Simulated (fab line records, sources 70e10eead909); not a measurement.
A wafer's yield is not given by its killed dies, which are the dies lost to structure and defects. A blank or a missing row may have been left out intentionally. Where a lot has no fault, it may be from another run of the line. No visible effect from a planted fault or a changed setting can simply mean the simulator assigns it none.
fab line records	flow nand_harc
record: lots: 12	wafers: 36	last_day: 25
route steps=1159 shown P_GATE@204 P_CONTACT@219 END@1159
lots untouched by any fault: they come from a run of this same line in which no faults occurred
start_h: hours from the record's first day to the start of the lot's first wafer shown	wait_h: hours elapsed since this lot's preceding step	" repeats the value in the row above	L1.1+2: one row covering several wafers at once	- either no value or no given start	* or withheld: withheld	< > ~ a bound
route shown NAME@n: names a module that has steps shown in the file, with the first one's number in the route	usual: average and standard deviation across the fault-free wafers	same: alike in all rows	chamber/n: place in a boat	sites: the reading at each site	_std_site: the standard deviation of these	_edge_site: the outer-site mean with the inner-site mean subtracted	radius_mm: for every site, how far away it sits from the centre of the wafer	mask NAME#n: copy n	behind: the most recent tool/chamber to have shaped the wafer	hold: the reason the lot was held/the length of the hold in hours/how it ended	device: whichever transistor did not switch (one of n, p or np)	end of line: tests run on the same wafers once the route is complete	for a step that has no rows: nothing shown but its recipe	killed: the dies lost at the first sort to structure and to defects; this is not the yield of the wafer	map: a wafer's dies, x killed, . not, _ none there
set.NAME: the setting that was run; set.NAME@STEP: the one run at that earlier step	model.NAME: the simulator's own value behind a step, which no gauge read
the route's steps for a sample of lots (tables are steps, rows are wafers)
services: a tool's chamber out of use, with start hour (start_h, from the record's first day; less than 0 if before it), hours out, and reason
== steps ==
step: NHARC_P_GATE_STRIP_113
recipe: power_w: 1500	temp_c: 110	time_s: 740	chemistry: N2/H2
usual: drypump_motor_current_A: 5.77/0.05	heater_power_w: 89/7.4
lot.wafer	tool	chamber	start_h	wait_h	drypump_motor_current_A	heater_power_w	rf_hours_counter_h
L593.3	plasma_asher-02	0	107.79	0.4	5.83	82	-
L593.4	"	1	"	"	5.73	96	-
L593.5	"	1	"	"	5.73	94	-
L594.2	plasma_asher-02	1	114.19	0.3	5.73	96	34
L594.4	"	1	"	"	5.73	94	-
L594.5	"	0	"	"	5.85	78	-
L596.1	plasma_asher-02	1	122.30	0.2	5.74	97	37
L596.4	"	0	"	"	5.87	80	-
L596.5	"	1	"	"	5.72	93	-
L598.1	plasma_asher-01	1	128.84	0.2	5.77	87	7
L598.4	"	0	"	"	5.71	96	-
L598.5	"	0	"	"	5.72	99	-
L597.1	plasma_asher-02	0	129.45	0.4	5.87	81	39
L597.4	"	1	"	"	5.73	98	-
L597.3	"	0	"	"	5.86	81	-
L599.2	plasma_asher-02	1	140.60	0.2	5.76	95	43
L599.6	"	1	"	"	5.74	96	-
L599.5	"	0	"	"	5.86	79	-
L600.2	plasma_asher-01	1	151.18	0.3	5.75	85	14
L600.4	"	0	"	"	5.73	99	-
L600.6	"	1	"	"	5.77	87	-
L601.1	plasma_asher-02	1	151.28	0.2	5.73	94	46
L601.2	"	0	"	"	5.84	79	46
L601.6	"	0	"	"	5.82	80	-
L603.1	plasma_asher-02	0	163.37	0.5	5.82	78	51
L603.3	"	0	"	"	5.83	80	-
L603.4	"	1	"	"	5.74	95	-
L604.1	plasma_asher-01	1	188.41	0.2	5.77	86	30
L604.2	"	0	"	"	5.74	97	30
L604.3	"	1	"	"	5.74	87	-
L608.3	plasma_asher-02	0	198.94	0.4	5.88	79	-
L608.6	"	0	"	"	5.85	78	-
L608.5	"	1	"	"	5.73	97	-
L614.1	plasma_asher-01	1	239.58	0.6	5.74	87	45
L614.3	"	0	"	"	5.73	95	-
L614.5	"	0	"	"	5.74	96	-
step: NHARC_P_CONTACT_CMP_01
recipe: target_thk_nm: 200	material: SiO2
usual: motor_current_A: 11.8/1.1
lot.wafer	tool	chamber	start_h	wait_h	motor_current_A
L593.4	cmp-02	1	111.37	-	12.5
L593.3	"	3	"	"	10.6
L593.5	"	0	"	"	13.2
L594.4	cmp-01	3	118.57	-	12.6
L594.2	"	0	"	"	11.3
L594.5	"	1	"	"	9.7
L596.1	cmp-02	0	125.65	-	13.0
L596.4	"	1	"	"	12.6
L596.5	"	0	"	"	13.9
L598.1	cmp-01	3	132.18	-	12.0
L598.4	"	1	"	"	9.6
L598.5	"	3	"	"	12.4
L597.1	cmp-04	2	132.77	-	12.1
L597.4	"	0	"	"	14.4
L597.3	"	1	"	"	10.6
L599.2	cmp-01	3	144.30	-	12.3
L599.5	"	2	"	"	12.8
L599.6	"	3	"	"	12.4
L600.2	cmp-02	1	154.35	-	12.4
L600.4	"	0	"	"	13.1
L600.6	"	1	"	"	13.1
L601.2	cmp-01	2	154.87	-	12.6
L601.1	"	0	"	"	11.1
L601.6	"	2	"	"	12.7
L603.3	cmp-04	2	166.69	-	12.5
L603.1	"	3	"	"	10.9
L603.4	"	1	"	"	10.7
L604.3	cmp-04	0	191.74	-	14.0
L604.1	"	1	"	"	10.8
L604.2	"	3	"	"	11.7
L608.3	cmp-01	0	202.30	0.3	11.5
L608.5	"	0	"	"	10.9
L608.6	"	1	"	"	9.9
L614.3	cmp-04	0	242.79	-	13.9
L614.1	"	1	"	"	10.5
L614.5	"	0	"	"	13.9
step: NHARC_P_CONTACT_INSPECT_14
usual: raw_defect_count: 3.6/2.1
lot.wafer	tool	chamber	start_h	wait_h	raw_defect_count
L593.3	defect_inspect-02	-	112.31	0.0	5
L593.4	"	-	"	"	3
L593.5	"	-	"	"	3
L594.2	defect_inspect-02	-	119.36	0.0	4
L594.4	"	-	"	"	5
L594.5	"	-	"	"	6
L596.1	defect_inspect-01	-	126.48	0.0	3
L596.4	"	-	"	"	4
L596.5	"	-	"	"	5
L598.1	defect_inspect-01	-	133.01	0.0	4
L598.4	"	-	"	"	6
L598.5	"	-	"	"	1
L597.1	defect_inspect-01	-	133.72	0.0	3
L597.3	"	-	"	"	5
L597.4	"	-	"	"	3
L599.2	defect_inspect-01	-	145.22	0.0	4
L599.5	"	-	"	"	5
L599.6	"	-	"	"	4
L600.2	defect_inspect-02	-	155.30	0.0	10
L600.4	"	-	"	"	4
L600.6	"	-	"	"	8
L601.1	defect_inspect-01	-	155.80	0.0	4
L601.2	"	-	"	"	6
L601.6	"	-	"	"	3
L603.1	defect_inspect-01	-	167.66	0.0	2
L603.3	"	-	"	"	0
L603.4	"	-	"	"	1
L604.1	defect_inspect-01	-	192.58	0.0	6
L604.2	"	-	"	"	6
L604.3	"	-	"	"	6
L608.3	defect_inspect-02	-	203.28	0.0	4
L608.5	"	-	"	"	3
L608.6	"	-	"	"	4
L614.1	defect_inspect-02	-	243.76	0.0	4
L614.3	"	-	"	"	936
L614.5	"	-	"	"	940
step: NHARC_P_CONTACT_STRIP_28
recipe: o2_flow_sccm: 500	ar_flow_sccm: 0	bias_w: 0	chemistry: O2
usual: drypump_motor_current_A: 5.6/0.37	oes_product_au: 0.999/0.01	rf_vpp_V: 57.5/0.97	showerhead_plenum_p_Torr: 3.47/0.16	throttle_valve_pct: 17.036/0.0095
lot.wafer	tool	chamber	start_h	wait_h	drypump_motor_current_A	oes_product_au	rf_hours_counter_h	rf_vpp_V	showerhead_plenum_p_Torr	throttle_valve_pct
L593.4	rie_diel-12	1	113.34	0.1	5.1	1.002	7	56.6	3.42	17.037
L593.3	"	2	"	"	6.2	0.987	7	57.5	3.72	17.025
L593.5	"	1	"	"	5.2	0.994	-	57.8	3.42	17.041
L594.2	rie_diel-12	2	120.36	0.1	6.2	0.987	7	57.4	3.72	17.049
L594.4	"	3	"	"	5.0	1.006	7	57.9	3.41	17.030
L594.5	"	2	"	"	6.2	0.988	-	59.6	3.72	17.040
L596.4	rie_diel-05	0	127.51	0.1	5.7	0.996	48	57.8	3.36	17.020
L596.1	"	2	"	"	5.3	0.989	47	55.2	3.53	17.026
L596.5	"	3	"	"	5.8	1.006	-	56.3	3.29	17.019
L598.1	rie_diel-12	1	134.18	0.1	5.2	0.991	9	56.8	3.42	17.023
L598.4	"	1	"	"	5.2	0.999	-	58.3	3.42	17.020
L598.5	"	3	"	"	5.0	0.997	-	57.3	3.41	17.026
L597.4	rie_diel-05	0	134.75	0.1	5.7	1.002	50	57.2	3.35	17.045
L597.3	"	1	"	"	5.7	0.963	48	56.5	3.39	17.019
L597.1	"	2	"	"	5.3	0.990	52	57.0	3.53	17.037
L599.2	rie_diel-03	1	146.29	0.1	5.4	1.023	10	57.5	3.41	17.050
L599.6	"	0	"	"	5.5	1.005	-	57.6	3.31	17.025
L599.5	"	1	"	"	5.4	1.024	-	57.3	3.41	17.021
L600.2	rie_diel-03	3	156.36	0.1	5.7	1.016	12	59.3	3.69	17.046
L600.6	"	1	"	"	5.4	1.018	-	57.0	3.41	17.048
L600.4	"	3	"	"	5.7	1.014	-	57.7	3.69	17.041
L601.2	rie_diel-12	1	157.23	0.1	5.2	0.980	12	58.3	3.42	17.033
L601.1	"	2	"	"	6.1	0.997	8	58.8	3.72	17.025
L601.6	"	1	"	"	5.2	1.001	-	57.9	3.42	17.030
L603.1	rie_diel-03	3	168.66	0.1	5.7	0.999	13	57.9	3.69	17.029
L603.3	"	0	"	"	5.5	1.005	12	58.6	3.31	17.038
L603.4	"	1	"	"	5.4	1.012	12	57.7	3.41	17.019
L604.2	rie_diel-12	3	193.75	0.1	5.0	0.999	13	56.7	3.40	17.040
L604.1	"	0	"	"	5.7	1.001	15	57.0	3.33	17.036
L604.3	"	1	"	"	5.1	0.993	14	56.4	3.41	17.038
L608.3	rie_diel-03	1	204.29	0.1	5.4	1.004	16	57.2	3.41	17.040
L608.6	"	1	"	"	5.4	1.012	-	56.5	3.41	17.042
L608.5	"	2	"	"	6.3	1.005	-	56.7	3.61	17.049
L614.1	rie_diel-12	0	244.82	0.1	5.7	1.004	5	58.1	3.33	17.047
L614.3	"	2	"	"	6.2	1.005	5	58.6	3.71	17.034
L614.5	"	1	"	"	5.1	1.011	-	57.7	3.41	17.034
step: NHARC_P_CONTACT_PVD_32
recipe: target_thk_a: 50	chamber_pressure_pa: 5	power_w: 5000	substrate_temp_c: 200	time_s: 17.7	material: Ti
usual: throttle_valve_pct: 30.3/0.73
lot.wafer	tool	chamber	start_h	wait_h	throttle_valve_pct
L593.4	pvd_sputter-03	-	-	-	30.4
L593.3	"	-	"	"	29.8
L593.5	"	-	"	"	30.4
L594.4	pvd_sputter-03	-	-	-	30.3
L594.2	"	-	"	"	30.5
L594.5	"	-	"	"	29.7
L596.4	pvd_sputter-01	-	-	-	29.2
L596.1	"	-	"	"	31.4
L596.5	"	-	"	"	31.1
L598.4	pvd_sputter-01	-	-	-	29.7
L598.1	"	-	"	"	31.3
L598.5	"	-	"	"	29.3
L597.4	pvd_sputter-02	-	-	-	30.6
L597.1	"	-	"	"	28.9
L597.3	"	-	"	"	29.7
L599.2	pvd_sputter-03	-	-	-	30.2
L599.6	"	-	"	"	30.5
L599.5	"	-	"	"	30.5
L600.2	pvd_sputter-03	-	-	-	29.6
L600.4	"	-	"	"	30.1
L600.6	"	-	"	"	30.6
L601.1	pvd_sputter-01	-	-	-	29.3
L601.2	"	-	"	"	31.9
L601.6	"	-	"	"	29.6
L603.3	pvd_sputter-01	-	-	-	29.7
L603.1	"	-	"	"	31.1
L603.4	"	-	"	"	31.6
L604.1	pvd_sputter-03	-	-	-	30.4
L604.3	"	-	"	"	30.6
L604.2	"	-	"	"	29.9
L608.3	pvd_sputter-03	-	-	-	29.6
L608.5	"	-	"	"	30.5
L608.6	"	-	"	"	30.6
L614.1	pvd_sputter-03	-	-	-	29.8
L614.3	"	-	"	"	30.3
L614.5	"	-	"	"	29.7
step: NHARC_END_SORT_01
recipe: temp_c: 25
usual: killed_at_array: 28/11	killed_at_other: 0.7/1.1	killed_at_periphery: 2.9/2	killed_dies: 32/11	killed_open: 3.2/1.8	killed_short: 2.0/1.4
same: gross_dies: 677
lot.wafer	tool	chamber	start_h	wait_h	killed_at_array	killed_at_other	killed_at_periphery	killed_dies	killed_open	killed_short
L614.1	prober-02	0	586.78	2.5	18	0	2	20	2	3
L614.3	prober-02	0	588.39	3.1	10	0	489	499	3	2
L614.5	prober-02	0	590.00	3.7	14	0	485	499	3	3
killed by level:class
L614.1 A_CHANNEL_HOLE_D1:chamber_film_flake=7 A_CONTACT:chamber_film_flake=6 P_M1:geometric_particle:open=1 A_CHANNEL_FILL_D1:geometric_particle:short=1 A_WL_FILL:geometric_particle:short=1 A_WL_FILL:geometric_particle:open=1 A_M0:geometric_particle:short=1 P_GATE:chamber_film_flake=1
L614.3 P_CONTACT:unspecified=489 A_CONTACT:chamber_film_flake=3 A_SOURCE_PLATE:geometric_particle:open=1 A_SGD_CUT:geometric_particle:open=1 A_SGD_CUT:geometric_particle:short=1 A_WL_FILL:geometric_particle:short=1 A_M0:geometric_particle:open=1 A_M1:chamber_film_flake=1
L614.5 P_CONTACT:unspecified=484 A_CHANNEL_HOLE_D1:chamber_film_flake=4 A_CONTACT:chamber_film_flake=3 A_ONON_D1:geometric_particle:short=2 A_CHANNEL_FILL_D1:chamber_film_flake=2 P_M1:geometric_particle:open=1 A_CHANNEL_HOLE_D1:geometric_particle:short=1 A_CONTACT:geometric_particle:open=1
== services ==
tool	chamber	start_h	hours	kind
cmp-01	-	87.54	2.2	repair
cmp-02	-	89.31	2.4	repair
cmp-01	-	96.59	0.9	repair
cmp-04	-	98.62	3.1	repair
plasma_asher-01	-	99.00	9.0	pm
pvd_sputter-03	-	102.00	10.0	pm
cmp-04	-	106.74	4.0	pm
pvd_sputter-01	-	111.61	9.5	repair
cmp-02	-	128.50	4.0	pm
rie_diel-12	2	132.33	21.0	repair
cmp-04	-	133.41	0.9	repair
cmp-02	-	149.42	4.2	repair
rie_diel-03	2	156.10	7.6	repair
rie_diel-12	3	173.07	15.7	repair
cmp-01	-	179.50	4.0	pm
plasma_asher-02	-	183.67	9.0	pm
rie_diel-03	3	191.32	5.2	repair
rie_diel-12	-	202.43	9.0	pm
cmp-04	-	204.64	1.0	repair
rie_diel-03	0	213.82	20.1	repair
rie_diel-03	-	215.30	9.0	pm
pvd_sputter-01	-	219.63	4.7	repair
pvd_sputter-01	-	229.52	4.9	repair
rie_diel-03	3	240.50	8.0	repair
== key ==
first_sign: step: NHARC_P_CONTACT_INSPECT_14	reading: raw_defect_count	direction: up	sigmas: 99+	usual: 3.6	struck: 938
effect: step: NHARC_END_SORT_01	reading: killed_at_periphery	direction: up	sigmas: 99+	usual: 2.9	struck: 487
more_kills_born_at: NHARC_P_CONTACT_CMP_01@cmp-04: 973
met_at NHARC_P_CONTACT_CMP_01
struck_lots L614
struck_wafers L614.3,L614.5
tester_left_out L614
not_acting_at NHARC_P_GATE_STRIP_113,NHARC_P_CONTACT_STRIP_28,NHARC_P_CONTACT_PVD_32
onset_between 191.74 242.79
fault: kind: chamber_particle_source	tool: cmp-04	chamber: 0	onset_h: 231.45	steps: NHARC_P_CONTACT_CMP_01	rate_per_visit_cm2: 1.5	end_h: 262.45
tester_left_out: of these lots the tester's yield and bins aren't shown, on N5 and GAA mostly nor the transistor test; their killed dies are dies lost to structure and defects alone, not to doping, threshold or leakage, so they don't give the yield
